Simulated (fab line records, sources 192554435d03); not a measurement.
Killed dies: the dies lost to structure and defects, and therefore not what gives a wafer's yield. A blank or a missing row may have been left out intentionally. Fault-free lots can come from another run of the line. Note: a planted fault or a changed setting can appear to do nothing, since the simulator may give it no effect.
Chamber matching | flow n5 finfet | 4 sister chambers for N5_BEOL_M11_ETCH_62 on rie diel-06
The step etches SOC in N2/H2, target depth 110 nm, overetch 22 nm, time 165 s. 28 wafers are shown with their chamber, then 12 later ones without.

## WAFERS, EACH WITH ITS CHAMBER
wafer  | chamber | showerhead plenum p Torr (Torr) | throttle valve pct (%) | oes product au (a.u.)
L083.1 | 0       | 2.47                            | 17.62                  | 0.70
L083.2 | 2       | 2.51                            | 17.99                  | 0.60
L083.6 | 2       | 2.51                            | 18.00                  | 0.61
L080.1 | 3       | 2.41                            | 17.99                  | 0.61
L080.2 | 2       | 2.51                            | 18.00                  | 0.61
L080.3 | 0       | 2.47                            | 17.61                  | 0.70
L080.4 | 1       | 2.41                            | 17.94                  | 0.60
L080.5 | 2       | 2.51                            | 17.98                  | 0.60
L080.6 | 1       | 2.41                            | 17.95                  | 0.59
L086.1 | 3       | 2.41                            | 18.00                  | 0.60
L086.2 | 1       | 2.41                            | 17.96                  | 0.59
L086.3 | 0       | 2.46                            | 17.63                  | 0.70
L086.4 | 2       | 2.51                            | 17.99                  | 0.61
L086.5 | 3       | 2.41                            | 18.01                  | 0.62
L086.6 | 0       | 2.46                            | 17.62                  | 0.70
L087.1 | 3       | 2.41                            | 17.99                  | 0.61
L087.3 | 0       | 2.46                            | 17.62                  | 0.70
L087.4 | 2       | 2.51                            | 18.02                  | 0.60
L088.1 | 2       | 2.51                            | 17.99                  | 0.59
L088.4 | 0       | 2.46                            | 17.65                  | 0.69
L088.5 | 2       | 2.51                            | 18.02                  | 0.60
L091.2 | 3       | 2.41                            | 18.01                  | 0.60
L091.3 | 1       | 2.41                            | 17.95                  | 0.59
L091.6 | 3       | 2.41                            | 18.00                  | 0.61
L089.3 | 0       | 2.46                            | 17.65                  | 0.69
L089.5 | 0       | 2.46                            | 17.64                  | 0.70
L089.6 | 3       | 2.41                            | 18.02                  | 0.60
L092.1 | 3       | 2.41                            | 18.01                  | 0.60

SIGNATURES (means of the wafers above)
reading                  | chamber 0 | chamber 1 | chamber 2 | chamber 3 | scatter within a chamber
showerhead plenum p Torr | 2.4625    | 2.4100    | 2.5100    | 2.4100    | 0.0025
throttle valve pct       | 17.6300   | 17.9500   | 17.9988   | 18.0038   | 0.013
oes product au           | 0.6975    | 0.5925    | 0.6025    | 0.6062    | 0.00633
Rule: for each reading, subtract the chamber's mean from the wafer's reading, divide by that reading's scatter and square the result; add these up over the readings and take the root, which gives the wafer's distance from the chamber. If the next closest chamber is less than 2 further off than the closest, the wafer can't be placed; otherwise it belongs to the closest. The scatter: take each reading less its chamber's mean, square it, sum over the shown wafers, divide by the number of wafers less the number of chambers, and take the root.

## WAFERS WITHOUT THEIR CHAMBER
wafer  | showerhead plenum p Torr (Torr) | throttle valve pct (%) | oes product au (a.u.)
L092.2 | 2.51                            | 18.02                  | 0.60
L092.3 | 2.46                            | 17.64                  | 0.68
L092.4 | 2.51                            | 18.03                  | 0.60
L092.5 | 2.41                            | 18.00                  | 0.60
L092.6 | 2.46                            | 17.65                  | 0.69
L095.1 | 2.40                            | 18.03                  | 0.60
L095.2 | 2.50                            | 18.05                  | 0.60
L095.3 | 2.45                            | 17.66                  | 0.68
L095.4 | 2.46                            | 17.65                  | 0.68
L095.5 | 2.50                            | 18.02                  | 0.59
L095.6 | 2.40                            | 18.03                  | 0.60
L096.6 | 2.50                            | 18.04                  | 0.58

## WHICH CHAMBER EACH ONE RAN IN
wafer  | from the rows above | in truth
L092.2 | 2                   | 2
L092.3 | 0                   | 0
L092.4 | 2                   | 2
L092.5 | 3                   | 3
L092.6 | 0                   | 0
L095.1 | 3                   | 3
L095.2 | 2                   | 2
L095.3 | 0                   | 0
L095.4 | 0                   | 0
L095.5 | 2                   | 2
L095.6 | 3                   | 3
L096.6 | 2                   | 2
Correctly placed: 12 of 12. From these rows, 0 cannot be placed. Number placed wrongly: 0.
